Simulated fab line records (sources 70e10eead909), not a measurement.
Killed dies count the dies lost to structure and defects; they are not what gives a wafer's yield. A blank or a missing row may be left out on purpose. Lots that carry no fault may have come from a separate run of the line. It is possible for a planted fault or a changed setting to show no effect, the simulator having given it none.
Comparing a struck lot with a sound one    flow nand-harc    13 steps out of a route of 1302
Sound: wafers L565.1, L565.3, L565.5. Struck: wafer L567.3 (left out: L567.5, a lot-mate that was not struck); the cause follows at the end.
At each step with rows: each side's tool, then ch and its chambers, then its first start. Under that, the readings that differ: sound wafers    struck wafers    difference of the means    sigmas: that difference in standard deviations of wafers without a fault.
alike: words and numbers the same on both sides, and readings whose means are apart by under 2 such deviations; not compared: readings that were withheld, readings missing a value for some wafer, numbers with overlapping values and no deviation given by the record, and bounds like >300 which may hide the same value.
Wherever a step has rows on one side only, a row that says differs or no value, or a row with sigmas, the two part there. Numbers that don't overlap but have no deviation are shown without sigmas and don't part them. Lack of a reading on every wafer of one side parts them only where that side has two or more wafers.

first, 4 steps without rows for these wafers: NHARC_A_STAIRCASE_PEB_07 (peb time 130 s); NHARC_A_STAIRCASE_DEVELOP_08 (time 140 s); NHARC_A_STAIRCASE_HARDBAKE_10 (time 140 s); NHARC_A_STAIRCASE_DESCUM_11 (chemistry O2, time 3 s).
NHARC_A_STAIRCASE_TRIM_12: chemistry O2, time 211.2 s.
  sound on rie-diel-13 ch 0,2, day 23 01:22; struck on rie-diel-05 ch 0, day 24 06:38
  alike: drypump-motor-current-A, oes-product-au, rf-vpp-V, showerhead-plenum-p-Torr, throttle-valve-pct
  not compared: rf-hours-counter-h
NHARC_A_STAIRCASE_ETCH_13: etches the open film in C4F8/O2, target depth 100 nm, time 40.5 s.
  sound on rie-diel-13 ch 0,1,3; struck on rie-diel-05 ch 3
reading           sound           struck  difference  sigmas
run-length-s (s)  62.7 62.3 61.8  61.1    -1.2        -3
  alike: oes-product-au, rf-vpp-V
  not compared: rf-hours-counter-h
then, 1 step without rows for these wafers: NHARC_A_STAIRCASE_TRIM_14 (chemistry O2, time 211.2 s).
NHARC_A_STAIRCASE_ETCH_15: etches the open film in C4F8/O2, target depth 100 nm, time 40.5 s.
  sound on rie-diel-13 ch 0,2,3; struck on rie-diel-05 ch 2
reading                sound              struck  difference  sigmas
oes-product-au (a.u.)  0.948 0.944 0.942  0.920   -0.025      -2
  alike: rf-vpp-V, run-length-s
  not compared: rf-hours-counter-h
NHARC_A_STAIRCASE_TRIM_16: chemistry O2, time 211.2 s.
  sound on rie-diel-13 ch 2,3; struck on rie-diel-05 ch 2
reading                      sound                 struck  difference  sigmas
drypump-motor-current-A (A)  5.7 5.6 5.7           6.5     +0.8        +2
oes-product-au (a.u.)        1.008 0.991 1.016     0.984   -0.021      -2
throttle-valve-pct (%)       17.035 17.045 17.031  17.057  +0.020      +2
  alike: rf-vpp-V, showerhead-plenum-p-Torr
  not compared: rf-hours-counter-h
NHARC_A_STAIRCASE_ETCH_17: etches the open film in C4F8/O2, target depth 100 nm, time 40.5 s.
  sound on rie-diel-13 ch 0,1,2; struck on rie-diel-05 ch 1
  alike: oes-product-au, rf-vpp-V, run-length-s
  not compared: rf-hours-counter-h
then, 1 step without rows for these wafers: NHARC_A_STAIRCASE_TRIM_18 (chemistry O2, time 211.2 s).
NHARC_A_STAIRCASE_ETCH_19: etches the open film in C4F8/O2, target depth 100 nm, time 40.5 s.
  sound on rie-diel-13 ch 1,2,3, day 23 05:48; struck on rie-diel-05 ch 2, day 24 08:41
reading           sound           struck  difference  sigmas
run-length-s (s)  61.7 62.2 62.0  74.8    +12.8       +30
  alike: oes-product-au, rf-vpp-V
  not compared: rf-hours-counter-h
-- the record jumps here: 9 days lie between the struck wafers' starts before and after (it left off in module A_STAIRCASE and takes up again in module END, whose first step shown is number 1302 of the route) --
NHARC_END_SORT_01:
  only the struck wafers appear in the record here, on prober-02 ch 0 at day 33 15:50; the sound ones have no rows

== WHERE THEY PART ==
At NHARC_A_STAIRCASE_ETCH_13 first; at NHARC_END_SORT_01 last (within this record only).

WHY: whatever the simulator had introduced
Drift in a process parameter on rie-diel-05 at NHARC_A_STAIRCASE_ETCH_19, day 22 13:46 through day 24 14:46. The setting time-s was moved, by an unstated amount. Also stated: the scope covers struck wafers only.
